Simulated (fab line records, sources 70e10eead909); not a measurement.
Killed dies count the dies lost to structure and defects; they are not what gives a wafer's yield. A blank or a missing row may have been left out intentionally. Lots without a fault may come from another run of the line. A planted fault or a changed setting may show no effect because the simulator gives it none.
Comparing a struck lot with a sound one -- flow nand_harc -- 15 out of 1159 route steps
Sound: wafers L504.3, L504.4, L504.6. Struck: wafers L506.1, L506.4, L506.5. The cause comes at the end.
For every step that has rows: the tool of each side, followed by ch and its chambers, followed by its first start. Under that, the readings that differ: sound wafers -- struck wafers -- difference of the means -- sigmas: that difference in standard deviations of wafers without a fault.
alike: readings whose means differ by less than 2 such deviations, and words and numbers that are the same on both sides. not compared: withheld readings, readings that some wafer has no value for, bounds like >300 that may hide the same value, and numbers for which the record gives no deviation and whose values overlap.
A row with sigmas, a row that says differs or no value, or rows on one side alone: a step with any of these is where the two part. Non-overlapping numbers with no deviation appear without sigmas and do not part them. Lack of a reading on every wafer of one side parts them only where that side has two or more wafers.

NHARC_A_CONTACT_INSPECT_71:
  sound: defect_inspect-02 at day 19 21:55; struck: defect_inspect-02 at day 20 10:43
  alike: raw_defect_count
then, 1 step without rows for these wafers: NHARC_A_CONTACT_DESCUM_74 (chemistry O2, time 3 s).
NHARC_A_CONTACT_ETCH_75: etches the open film in CF4, target depth 39 nm, time 65 s.
  sound on rie_diel-04 ch 2,3, day 19 22:05; struck on rie_diel-07 ch 1,2,3, day 20 10:58
reading,sound,struck,difference,sigmas
cf4_flow_sccm (sccm),151.0 150.2 150.1,149.6 149.8 148.8,-1.0,-2
oes_product_au (a.u.),1.010 1.014 1.009,0.984 0.978 0.990,-0.027,-2
  alike: bias_w, drypump_motor_current_A, rf_vpp_V, showerhead_plenum_p_Torr, throttle_valve_pct
  not compared: rf_hours_counter_h
then, 1 step without rows for these wafers: NHARC_A_CONTACT_ETCH_76 (etches the open film in N2/H2, target depth 260 nm, time 475.3 s).
NHARC_A_CONTACT_ETCH_77: etches the open film in CF4/CHF3, target depth 72.6 nm, time 36.3 s.
  sound: rie_diel-04 ch 1,2,3; struck: rie_diel-07 ch 0,2,3
  alike: bias_w, cf4_flow_sccm, drypump_motor_current_A, oes_product_au, rf_vpp_V, showerhead_plenum_p_Torr, throttle_valve_pct
  not compared: rf_hours_counter_h
NHARC_A_CONTACT_ETCH_78: etches the open film in O2/COS, target depth 2800 nm, time 728 s.
  sound: rie_diel-04 ch 1,2,3; struck: rie_diel-07 ch 0,3
  alike: bias_w, chamber_pressure_mTorr, drypump_motor_current_A, oes_product_au, rf_vpp_V, showerhead_plenum_p_Torr, throttle_valve_pct
  not compared: rf_hours_counter_h
then, 4 steps without rows for these wafers: NHARC_A_CONTACT_ETCH_124 (etches the open film in C4F8/O2/Ar, time 140 s, target depth 700 nm); NHARC_A_CONTACT_ETCH_125 (etches the open film in C4F8/O2/Ar, time 155 s, target depth 956 nm); NHARC_A_CONTACT_ETCH_126 (etches the open film in C4F8/O2/Ar, time 155 s, target depth 956 nm); NHARC_A_CONTACT_ETCH_127 (etches the open film in C4F8/O2/Ar, time 155 s, target depth 956 nm).
NHARC_A_CONTACT_ETCH_128: etches the open film in C4F8/O2/Ar, time 155 s, target depth 956 nm.
  sound on har_cap_etch-02 ch 0,1, day 20 00:17; struck on har_cap_etch-03 ch 0, day 20 12:56
reading,sound,struck,difference,sigmas
chamber_pressure_mTorr (mTorr),20.026 20.010 20.023,19.967 19.990 19.987,-0.038,-2
  alike: oes_air_line_au
  not compared: rf_hours_counter_h
then, 1 step without rows for these wafers: NHARC_A_CONTACT_ETCH_129 (etches the open film in C4F8/O2/Ar, time 155 s, target depth 956 nm).
NHARC_A_CONTACT_ETCH_130: etches the open film in C4F8/O2/Ar, time 155 s, target depth 956 nm.
  sound on har_cap_etch-02 ch 0,1, day 20 00:34; struck on har_cap_etch-03 ch 0, day 20 13:19
  no value came back on the struck wafers for chamber_pressure_mTorr (mTorr), oes_air_line_au (a.u.); on the sound wafers chamber_pressure_mTorr (mTorr) reads 19.974 20.022 19.976
  not compared: rf_hours_counter_h
NHARC_A_CONTACT_ETCH_131: etches the open film in C4F8/O2/Ar, time 155 s, target depth 956 nm.
  sound on har_cap_etch-02 ch 0,1, day 20 00:42; struck on har_cap_etch-03 ch 0, day 20 13:31
  alike: chamber_pressure_mTorr, oes_air_line_au
  not compared: rf_hours_counter_h
-- record jumps: 3 days between struck wafers' starts before vs after; left off in module A_CONTACT, resumes in module END, first step shown is number 1159 of the route --
NHARC_END_SORT_01:
  at this point the record logs the struck wafers (prober-02 ch 0, day 23 06:23) and has no rows for the sound ones

== WHERE THEY PART ==
Earliest at NHARC_A_CONTACT_ETCH_75; latest, in this record, at NHARC_END_SORT_01.

WHY: what had been put in by the simulator
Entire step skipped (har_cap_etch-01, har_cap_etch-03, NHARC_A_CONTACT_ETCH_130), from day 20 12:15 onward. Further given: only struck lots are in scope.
